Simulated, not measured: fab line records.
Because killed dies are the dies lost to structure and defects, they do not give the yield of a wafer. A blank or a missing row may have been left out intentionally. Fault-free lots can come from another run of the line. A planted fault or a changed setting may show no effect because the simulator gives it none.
Which tool is to blame? | flow n5 finfet | 24 lots, 72 wafers sampled, at 5 steps of a route of 1938

WHAT EACH GAUGE READ, for each wafer
N5_BEOL_M3_THK_MEAS_53: measures by xrf.
lot  | measured     | on            | M3_THK (nm)
L074 | day 7 21:31  | film metro-01 | 37.0 38.9 37.9
L075 | day 8 07:52  | film metro-01 | 40.0 39.7 43.0
L076 | day 8 09:10  | film metro-01 | 40.0 41.9 40.7
L077 | day 8 17:49  | film metro-02 | 39.1 40.0 40.7
L078 | day 8 19:13  | film metro-02 | 38.0 40.4 42.9
L079 | day 8 21:04  | film metro-02 | 41.1 42.3 43.5
L080 | day 9 09:01  | film metro-01 | 37.0 38.7 44.6
L081 | day 9 13:37  | film metro-02 | 39.0 40.0 41.0
L082 | day 9 22:56  | film metro-02 | 43.4 39.7 42.3
L083 | day 10 05:14 | film metro-01 | 38.9 37.3 40.5
L085 | day 10 10:05 | film metro-01 | 41.1 42.6 37.6
L084 | day 10 12:59 | film metro-01 | 43.6 36.7 42.4
L088 | day 10 18:04 | film metro-02 | 38.4 38.2 41.4
L086 | day 10 18:14 | film metro-02 | 41.2 41.4 43.6
L087 | day 11 09:41 | film metro-01 | 36.5 38.8 39.5
L089 | day 11 16:56 | film metro-02 | 36.8 41.0 38.6
L090 | day 11 23:57 | film metro-02 | 38.2 35.5 40.2
L091 | day 12 05:25 | film metro-02 | 37.1 39.4 39.7
L092 | day 12 13:14 | film metro-01 | 37.0 37.7 39.9
L094 | day 12 17:51 | film metro-02 | 39.5 37.6 38.4
L093 | day 12 21:28 | film metro-01 | 37.3 37.1 38.6
L096 | day 13 00:33 | film metro-02 | 36.7 38.0 38.7
L095 | day 13 03:46 | film metro-02 | 37.7 37.8 40.5
L097 | day 13 08:15 | film metro-01 | 36.5 40.8 39.7

TOOL THAT RAN EACH LOT (tool first, then ch and the chambers of the sampled wafers, then the start)
lot  | N5_BEOL_M3_STRIP_97                           | N5_BEOL_M3_ANNEAL_49         | N5_BEOL_M3_SPUTTER_79        | N5_BEOL_M3_ANNEAL_51
L074 | rie diel-01 ch 0,1,2, day 7 18:59 or earlier  | pvd sputter-03, day 7 18:59  | pvd sputter-03, day 7 19:08  | rtp anneal-02 ch 0, day 7 20:58
L075 | rie diel-02 ch 1,2, day 8 05:24 or earlier    | pvd sputter-03, day 8 05:24  | pvd sputter-03, day 8 05:32  | rtp anneal-01 ch 0, day 8 07:17
L076 | rie diel-02 ch 0,1, day 8 06:41 or earlier    | pvd sputter-02, day 8 06:41  | pvd sputter-02, day 8 06:49  | rtp anneal-01 ch 0, day 8 08:36
L077 | rie diel-01 ch 0,2, day 8 15:18 or earlier    | pvd sputter-03, day 8 15:18  | pvd sputter-03, day 8 15:26  | rtp anneal-01 ch 0, day 8 17:13
L078 | rie diel-02 ch 0,3, day 8 16:44 or earlier    | pvd sputter-01, day 8 16:44  | pvd sputter-01, day 8 16:53  | rtp anneal-02 ch 0, day 8 18:37
L079 | rie diel-03 ch 0,1,3, day 8 18:35 or earlier  | pvd sputter-01, day 8 18:35  | pvd sputter-01, day 8 18:43  | rtp anneal-02 ch 0, day 8 20:28
L080 | rie diel-03 ch 2,3, day 9 06:33 or earlier    | pvd sputter-01, day 9 06:33  | pvd sputter-01, day 9 06:41  | rtp anneal-01 ch 0, day 9 08:31
L081 | rie diel-01 ch 2,3, day 9 10:20 or earlier    | pvd sputter-01, day 9 10:20  | pvd sputter-01, day 9 10:37  | rtp anneal-02 ch 0, day 9 13:01
L082 | rie diel-01 ch 0,2,3, day 9 20:29 or earlier  | pvd sputter-01, day 9 20:29  | pvd sputter-01, day 9 20:37  | rtp anneal-02 ch 0, day 9 22:21
L083 | rie diel-03 ch 1,2,3, day 10 02:46 or earlier | pvd sputter-02, day 10 02:46 | pvd sputter-02, day 10 02:55 | rtp anneal-01 ch 0, day 10 04:42
L085 | rie diel-03 ch 1,2,3, day 10 07:16 or earlier | pvd sputter-01, day 10 07:16 | pvd sputter-01, day 10 07:24 | rtp anneal-02 ch 0, day 10 09:13
L084 | rie diel-01 ch 0,1,3, day 10 10:31 or earlier | pvd sputter-02, day 10 10:31 | pvd sputter-02, day 10 10:40 | rtp anneal-01 ch 0, day 10 12:23
L088 | rie diel-01 ch 0,2, day 10 15:31 or earlier   | pvd sputter-01, day 10 15:31 | pvd sputter-01, day 10 15:39 | rtp anneal-02 ch 0, day 10 17:29
L086 | rie diel-03 ch 1,3, day 10 15:40 or earlier   | pvd sputter-03, day 10 15:40 | pvd sputter-03, day 10 15:49 | rtp anneal-01 ch 0, day 10 17:38
L087 | rie diel-01 ch 1,3, day 11 07:07 or earlier   | pvd sputter-03, day 11 07:07 | pvd sputter-03, day 11 07:16 | rtp anneal-02 ch 0, day 11 09:11
L089 | rie diel-02 ch 0,1, day 11 13:56 or earlier   | pvd sputter-01, day 11 13:56 | pvd sputter-01, day 11 14:04 | rtp anneal-02 ch 0, day 11 16:14
L090 | rie diel-01 ch 0,1,2, day 11 21:00 or earlier | pvd sputter-03, day 11 21:00 | pvd sputter-03, day 11 21:08 | rtp anneal-01 ch 0, day 11 23:02
L091 | rie diel-01 ch 0,1,2, day 12 02:56 or earlier | pvd sputter-01, day 12 02:56 | pvd sputter-01, day 12 03:05 | rtp anneal-02 ch 0, day 12 04:49
L092 | rie diel-01 ch 0,1, day 12 10:46 or earlier   | pvd sputter-03, day 12 10:46 | pvd sputter-03, day 12 10:54 | rtp anneal-01 ch 0, day 12 12:38
L094 | rie diel-02 ch 0,1,2, day 12 15:23 or earlier | pvd sputter-01, day 12 15:23 | pvd sputter-01, day 12 15:31 | rtp anneal-02 ch 0, day 12 17:16
L093 | rie diel-02 ch 0,1, day 12 19:00 or earlier   | pvd sputter-01, day 12 19:00 | pvd sputter-01, day 12 19:08 | rtp anneal-02 ch 0, day 12 20:58
L096 | rie diel-01 ch 0,3, day 12 22:05 or earlier   | pvd sputter-01, day 12 22:05 | pvd sputter-01, day 12 22:13 | rtp anneal-02 ch 0, day 12 23:58
L095 | rie diel-03 ch 1,2,3, day 13 01:18 or earlier | pvd sputter-01, day 13 01:18 | pvd sputter-01, day 13 01:26 | rtp anneal-02 ch 0, day 13 03:11
L097 | rie diel-01 ch 0,1,3, day 13 05:47 or earlier | pvd sputter-03, day 13 05:47 | pvd sputter-03, day 13 05:55 | rtp anneal-01 ch 0, day 13 07:39
- N5_BEOL_M3_STRIP_97: strips in N2/H2, time 10 s.
- N5_BEOL_M3_ANNEAL_49: time 240 s.
- N5_BEOL_M3_SPUTTER_79: material Cu, target thk 4.5 nm, time 8.29 s.
- N5_BEOL_M3_ANNEAL_51: time 90 s.

AS READ BY THE TOOLS THEMSELVES (means over the sampled wafers that have a number; for cases with no such wafer, the mark the record gives instead)
N5_BEOL_M3_STRIP_97.
lot  | tool        | drypump motor current A (A) | oes product au (a.u.) | rf vpp V (V) | showerhead plenum p Torr (Torr) | temp c (C) | throttle valve pct (%)
L074 | rie diel-01 | 5.9                         | 0.75                  | 59.8         | 2.53                            | 40.03      | 23.5
L075 | rie diel-02 | 5.8                         | 0.76                  | 59.0         | 2.50                            | 39.98      | 23.6
L076 | rie diel-02 | 5.6                         | 0.90                  | 59.7         | 2.55                            | 39.94      | 23.5
L077 | rie diel-01 | 6.2                         | 0.74                  | 59.7         | 2.60                            | 39.95      | 23.2
L078 | rie diel-02 | 5.4                         | 0.86                  | 58.7         | 2.57                            | 40.13      | 23.3
L079 | rie diel-03 | 5.2                         | 0.72                  | 58.6         | 2.53                            | 40.06      | 24.0
L080 | rie diel-03 | 5.6                         | 0.92                  | 58.1         | 2.46                            | 40.03      | 23.8
L081 | rie diel-01 | 6.1                         | 0.73                  | 59.5         | 2.48                            | 40.12      | 23.9
L082 | rie diel-01 | 6.2                         | 0.73                  | 59.0         | 2.52                            | 39.83      | 23.6
L083 | rie diel-03 | 5.4                         | 0.80                  | 58.7         | 2.47                            | 40.18      | 24.0
L085 | rie diel-03 | 5.4                         | 0.79                  | 57.8         | 2.47                            | 40.05      | 24.0
L084 | rie diel-01 | 5.9                         | 0.73                  | 59.9         | 2.45                            | 39.90      | 23.9
L088 | rie diel-01 | 6.3                         | 0.72                  | 59.3         | 2.55                            | 39.88      | 23.3
L086 | rie diel-03 | 5.1                         | 0.68                  | 59.5         | 2.48                            | 40.04      | 24.1
L087 | rie diel-01 | 5.8                         | 0.72                  | 58.5         | 2.41                            | 40.07      | 24.2
L089 | rie diel-02 | 5.6                         | 0.80                  | 59.5         | 2.48                            | 39.98      | 23.7
L090 | rie diel-01 | 5.9                         | 0.73                  | 59.2         | 2.52                            | 40.04      | 23.5
L091 | rie diel-01 | 5.9                         | 0.72                  | 59.9         | 2.52                            | 39.93      | 23.6
L092 | rie diel-01 | 5.7                         | 0.72                  | 59.2         | 2.45                            | 39.97      | 23.8
L094 | rie diel-02 | 5.7                         | 0.79                  | 58.8         | 2.52                            | 40.03      | 23.6
L093 | rie diel-02 | 5.6                         | 0.84                  | 59.2         | 2.54                            | 39.95      | 23.5
L096 | rie diel-01 | 6.2                         | 0.69                  | 59.2         | 2.43                            | 39.89      | 24.0
L095 | rie diel-03 | 5.4                         | 0.86                  | 58.4         | 2.46                            | 40.02      | 23.9
L097 | rie diel-01 | 5.9                         | 0.71                  | 59.3         | 2.44                            | 39.95      | 23.9

N5_BEOL_M3_ANNEAL_49.
lot  | tool           | heater power w (W)
L074 | pvd sputter-03 | 876
L075 | pvd sputter-03 | 867
L076 | pvd sputter-02 | 864
L077 | pvd sputter-03 | 893
L078 | pvd sputter-01 | 934
L079 | pvd sputter-01 | 940
L080 | pvd sputter-01 | 941
L081 | pvd sputter-01 | 959
L082 | pvd sputter-01 | 1024
L083 | pvd sputter-02 | 839
L085 | pvd sputter-01 | 938
L084 | pvd sputter-02 | 835
L088 | pvd sputter-01 | 988
L086 | pvd sputter-03 | 905
L087 | pvd sputter-03 | 924
L089 | pvd sputter-01 | 935
L090 | pvd sputter-03 | 912
L091 | pvd sputter-01 | 940
L092 | pvd sputter-03 | 896
L094 | pvd sputter-01 | 943
L093 | pvd sputter-01 | 1003
L096 | pvd sputter-01 | 918
L095 | pvd sputter-01 | 916
L097 | pvd sputter-03 | 881

N5_BEOL_M3_SPUTTER_79.
lot  | tool           | throttle valve pct (%)
L074 | pvd sputter-03 | 29.8
L075 | pvd sputter-03 | 29.7
L076 | pvd sputter-02 | 29.8
L077 | pvd sputter-03 | 30.1
L078 | pvd sputter-01 | 29.8
L079 | pvd sputter-01 | 29.4
L080 | pvd sputter-01 | 29.4
L081 | pvd sputter-01 | 29.5
L082 | pvd sputter-01 | 29.7
L083 | pvd sputter-02 | 29.2
L085 | pvd sputter-01 | 29.2
L084 | pvd sputter-02 | 29.1
L088 | pvd sputter-01 | 29.1
L086 | pvd sputter-03 | 29.3
L087 | pvd sputter-03 | 29.8
L089 | pvd sputter-01 | 29.7
L090 | pvd sputter-03 | 29.8
L091 | pvd sputter-01 | 29.9
L092 | pvd sputter-03 | 29.1
L094 | pvd sputter-01 | 29.4
L093 | pvd sputter-01 | 30.2
L096 | pvd sputter-01 | 28.8
L095 | pvd sputter-01 | 31.0
L097 | pvd sputter-03 | 30.2

N5_BEOL_M3_ANNEAL_51.
lot  | tool          | anneal temp c max | wafer_temp_C_max
L074 | rtp anneal-02 | 225.6             | 226.4
L075 | rtp anneal-01 | 226.8             | 225.7
L076 | rtp anneal-01 | 226.6             | 225.7
L077 | rtp anneal-01 | 226.5             | 225.7
L078 | rtp anneal-02 | 225.7             | 226.8
L079 | rtp anneal-02 | 225.9             | 226.2
L080 | rtp anneal-01 | 226.6             | 225.9
L081 | rtp anneal-02 | 226.0             | 226.2
L082 | rtp anneal-02 | 226.0             | 226.6
L083 | rtp anneal-01 | 226.3             | 225.7
L085 | rtp anneal-02 | 225.8             | 226.7
L084 | rtp anneal-01 | 226.5             | 225.6
L088 | rtp anneal-02 | 225.9             | 226.2
L086 | rtp anneal-01 | 226.7             | 226.2
L087 | rtp anneal-02 | 225.7             | 226.8
L089 | rtp anneal-02 | 225.5             | 226.5
L090 | rtp anneal-01 | 226.2             | 225.7
L091 | rtp anneal-02 | 226.0             | 226.7
L092 | rtp anneal-01 | 226.4             | 226.0
L094 | rtp anneal-02 | 225.9             | 226.5
L093 | rtp anneal-02 | 225.7             | 226.6
L096 | rtp anneal-02 | 226.1             | 226.6
L095 | rtp anneal-02 | 225.8             | 226.6
L097 | rtp anneal-01 | 226.6             | 225.7

THE ANSWER, worked out from the rows above alone
Rule: the usual values come from the lots themselves. The widest of any qualifying gaps counts: lots, ordered by their means at a reading, are off when they make up no more than a third of the lots, leave a main group of 4 or more, and stand apart from it by 3 or more times the standard deviation of that group's means. Not used: any main group whose means are identical at the precision the tables above print for the reading. Also off: a lot with no number at a reading for which 4 or more lots have one. All remaining lots with rows at the step are treated as sound. After the gauges, taken in route order, come the tools' own readings; for these a lot's mean is taken, as printed above. The first step at which some lot is off is used, and at that step the reading that is off furthest; a lot without a number counts as furthest.
Nothing can be told from this: no lot is off at any reading shown.

WHAT THE SIMULATOR PUT IN
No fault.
